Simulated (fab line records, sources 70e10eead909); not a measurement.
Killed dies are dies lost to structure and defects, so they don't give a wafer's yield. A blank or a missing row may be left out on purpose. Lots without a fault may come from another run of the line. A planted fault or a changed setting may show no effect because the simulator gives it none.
Which tool did it? | flow nand_harc | 12 lots, 36 wafers sampled, at 6 steps of a route of 1302

WHAT THE GAUGES READ, wafer by wafer
NHARC_A_M1_OVL_MEAS_10: pitch 240 nm. Usual: overlay_x_nm 0.2 nm, standard deviation 0.94; overlay_y_nm 0.0 nm, standard deviation 0.95.
lot  | measured     | on         | overlay_x_nm (nm)       | overlay_y_nm (nm)       | flag
L185 | day 23 09:20 | overlay-01 | -0.7 -0.7 0.0           | 1.0 1.0 1.1             |
L188 | day 23 15:28 | overlay-02 | 1.2 1.4 0.9             | -0.2 -0.3 0.4           |
L189 | day 24 23:59 | overlay-01 | -1.2 -1.4 -0.7          | -1.4 -1.3 -1.2          |
L197 | day 27 08:56 | overlay-02 | 4.4 4.0 4.6 4.5 4.8 4.5 | 0.5 1.2 0.5 0.7 0.9 0.7 | OFF
L199 | day 28 08:02 | overlay-02 | 0.4 1.5 0.7             | 0.4 0.6 0.2             |
L200 | day 28 09:33 | overlay-01 | 0.7 1.1 0.8             | 0.2 -0.2 0.0            |
L198 | day 29 04:53 | overlay-02 | 0.3 0.6 0.4             | 0.2 -0.5 -0.3           |
L203 | day 31 00:07 | overlay-02 | -0.1 0.5 0.3            | -0.6 -0.2 -0.5          |
L204 | day 31 05:16 | overlay-02 | -1.1 -1.1 -1.4          | -2.2 -1.5 -1.5          |
L205 | day 31 06:35 | overlay-02 | 1.4 1.4 1.2             | 0.2 -0.5 0.3            |
L208 | day 31 18:18 | overlay-01 | 0.6 0.7 0.7             | 0.4 0.1 0.2             |
L207 | day 31 18:58 | overlay-01 | 0.4 -0.1 0.4            | -0.2 -0.2 -0.2          |

NHARC_END_SORT_01. Usual: defect_limited_yield 92.7 %, standard deviation 2.6; killed_at_array 45, standard deviation 18; killed_at_other 0.9, standard deviation 1.3; killed_at_periphery 3.7, standard deviation 2.2; killed_dies 50, standard deviation 18; killed_open 3.2, standard deviation 1.9; killed_short 2.4, standard deviation 1.6; sort_bin_2_pct 2.5 %, standard deviation 1.1; sort_bin_3_pct 0.6 %, standard deviation 0.36; sort_bin_4_pct 4.3 %, standard deviation 1.5; sort_n_pass 627, standard deviation 18; sort_rim_yield_pct 92 %, standard deviation 4.3; sort_yield_pct 92.7 %, standard deviation 2.6.
lot  | measured     | on        | defect_limited_yield (%) | killed_at_array | killed_at_other | killed_at_periphery | killed_dies | killed_open | killed_short | sort_bin_2_pct (%) | sort_bin_3_pct (%) | sort_bin_4_pct (%) | sort_n_pass | sort_rim_yield_pct (%) | sort_yield_pct (%) | flag
L197 | day 28 20:41 | prober-01 | 93.2 94.7 94.4           | 44 28 35        | 0 1 1           | 2 7 2               | 46 36 38    | 6 4 1       | 6 1 1        | 2.1 2.1 1.5        | 0 0.7 0.6          | 4.7 2.5 3.5        | 631 641 639 | 94 95 96               | 93.2 94.7 94.4     |

WHICH TOOL RAN EACH LOT (tool, then ch and the chambers of the sampled wafers, then the start)
lot  | NHARC_A_M0_PVD_21                       | NHARC_A_M1_EXPOSE_06               | NHARC_A_M1_ETCH_15                            | NHARC_A_M1_PRE_CLEAN_30
L185 | pvd_sputter-02, day 23 09:05 or earlier | arfi_scanner-03 ch 0, day 23 09:05 | rie_diel-05 ch 0,2,3, no start                | pvd_sputter-01, no start
L188 | pvd_sputter-02, day 23 15:15 or earlier | arfi_scanner-02 ch 0, day 23 15:15 | rie_diel-08 ch 0,3, no start                  | pvd_sputter-03, no start
L189 | pvd_sputter-03, day 24 23:44 or earlier | arfi_scanner-01 ch 0, day 24 23:44 | rie_diel-12 ch 0,2, no start                  | pvd_sputter-01, no start
L197 | pvd_sputter-03, day 27 08:43 or earlier | arfi_scanner-03 ch 0, day 27 08:43 | rie_diel-12 ch 0,2,3, day 28 20:41 or earlier | pvd_sputter-02, day 28 20:41 or earlier
L199 | pvd_sputter-02, day 28 07:49 or earlier | arfi_scanner-02 ch 0, day 28 07:49 | rie_diel-12 ch 1,2,3, no start                | pvd_sputter-03, no start
L200 | pvd_sputter-03, day 28 09:20 or earlier | arfi_scanner-01 ch 0, day 28 09:20 | rie_diel-05 ch 0,1,3, no start                | pvd_sputter-03, no start
L198 | pvd_sputter-01, day 29 04:39 or earlier | arfi_scanner-01 ch 0, day 29 04:39 | rie_diel-05 ch 0,2, no start                  | pvd_sputter-02, no start
L203 | pvd_sputter-03, day 30 23:54 or earlier | arfi_scanner-02 ch 0, day 30 23:54 | rie_diel-12 ch 2,3, no start                  | pvd_sputter-03, no start
L204 | pvd_sputter-02, day 31 05:03 or earlier | arfi_scanner-02 ch 0, day 31 05:03 | rie_diel-12 ch 1,3, no start                  | pvd_sputter-01, no start
L205 | pvd_sputter-03, day 31 06:22 or earlier | arfi_scanner-01 ch 0, day 31 06:22 | rie_diel-12 ch 0,1,3, no start                | pvd_sputter-02, no start
L208 | pvd_sputter-03, day 31 18:05 or earlier | arfi_scanner-01 ch 0, day 31 18:05 | rie_diel-12 ch 0,2,3, no start                | pvd_sputter-01, no start
L207 | pvd_sputter-02, day 31 18:44 or earlier | arfi_scanner-01 ch 0, day 31 18:44 | rie_diel-08 ch 0,2,3, no start                | pvd_sputter-03, no start
- NHARC_A_M0_PVD_21: deposits Cu, target thk 30 nm, time 20.49 s.
- NHARC_A_M1_EXPOSE_06: exposes mask A M1, target cd 120 nm.
- NHARC_A_M1_ETCH_15: etches the open film in C4F8/Ar, target depth 182.5 nm, time 91.2 s.
- NHARC_A_M1_PRE_CLEAN_30: time 30 s.

WHAT THE TOOLS THEMSELVES READ (means of the sampled wafers that have a number; where no wafer has one, the mark that the record gives instead)
NHARC_A_M0_PVD_21. Usual: throttle_valve_pct 30.3 %, standard deviation 1.5.
lot  | tool           | throttle_valve_pct (%) | flag
L185 | pvd_sputter-02 | 28.8                   |
L188 | pvd_sputter-02 | 30.2                   |
L189 | pvd_sputter-03 | 30.3                   |
L197 | pvd_sputter-03 | 31.3                   |
L199 | pvd_sputter-02 | 30.3                   |
L200 | pvd_sputter-03 | 31.4                   |
L198 | pvd_sputter-01 | 30.5                   |
L203 | pvd_sputter-03 | 29.6                   |
L204 | pvd_sputter-02 | 30.6                   |
L205 | pvd_sputter-03 | 29.2                   |
L208 | pvd_sputter-03 | 29.6                   |
L207 | pvd_sputter-02 | 30.5                   |

NHARC_A_M1_ETCH_15. Usual: oes_product_au 0.952 a.u., standard deviation 0.023; rf_vpp_V 442 V, standard deviation 3.3.
lot  | tool        | oes_product_au (a.u.) | rf_vpp_V (V) | flag
L185 | rie_diel-05 | 0.927                 | 438          |
L188 | rie_diel-08 | 0.927                 | 440          |
L189 | rie_diel-12 | 0.969                 | 445          |
L197 | rie_diel-12 | 0.972                 | 445          |
L199 | rie_diel-12 | 0.945                 | 445          |
L200 | rie_diel-05 | 0.967                 | 441          |
L198 | rie_diel-05 | 0.958                 | 439          |
L203 | rie_diel-12 | 0.927                 | 444          |
L204 | rie_diel-12 | 0.979                 | 444          |
L205 | rie_diel-12 | 0.967                 | 443          |
L208 | rie_diel-12 | 0.955                 | 445          |
L207 | rie_diel-08 | 0.973                 | 439          |

NHARC_A_M1_PRE_CLEAN_30. Usual: heater_power_w 418 W, standard deviation 56.
lot  | tool           | heater_power_w (W) | flag
L185 | pvd_sputter-01 | 433                |
L188 | pvd_sputter-03 | 383                |
L189 | pvd_sputter-01 | 389                |
L197 | pvd_sputter-02 | 406                |
L199 | pvd_sputter-03 | 414                |
L200 | pvd_sputter-03 | 427                |
L198 | pvd_sputter-02 | 381                |
L203 | pvd_sputter-03 | 365                |
L204 | pvd_sputter-01 | 408                |
L205 | pvd_sputter-02 | 482                |
L208 | pvd_sputter-01 | 406                |
L207 | pvd_sputter-03 | 426                |

THE ANSWER, worked out from the rows above alone
Rule: a lot is off if the mean of its wafers that have a number lies more than 3 standard deviations from the usual mean. A lot without any number at a reading at which 4 lots or more have one is off too. The other lots that the step has rows for count as sound. The gauges are gone through in route order, then the tools' own readings, and for those a lot's mean is taken as printed above. The first step at which some lot is off is used, and at that step the reading that is off furthest; a lot without a number counts as furthest.
Off: L197, at NHARC_A_M1_OVL_MEAS_10 (overlay_x_nm).
A tool fits if, at a process step before that reading, it ran every lot that is off, and no sound lot after the first of them. The gauges at NHARC_A_M1_OVL_MEAS_10 are tried like those tools. NHARC_A_M0_PVD_21 gives no start for some lots, so the hours and the order of its lots are those of NHARC_A_M1_EXPOSE_06. One fits: arfi_scanner-03 at NHARC_A_M1_EXPOSE_06. Its last sound lot is L185 (day 23 09:05), its first lot that is off L197 (day 27 08:43): a fault that began between those two fits.

WHAT THE SIMULATOR HAD PUT IN
Scanner matching overlay: arfi_scanner-03, from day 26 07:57 on, at NHARC_A_M1_EXPOSE_06. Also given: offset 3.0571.
Lots struck among those shown: L197. The rule above found the same.
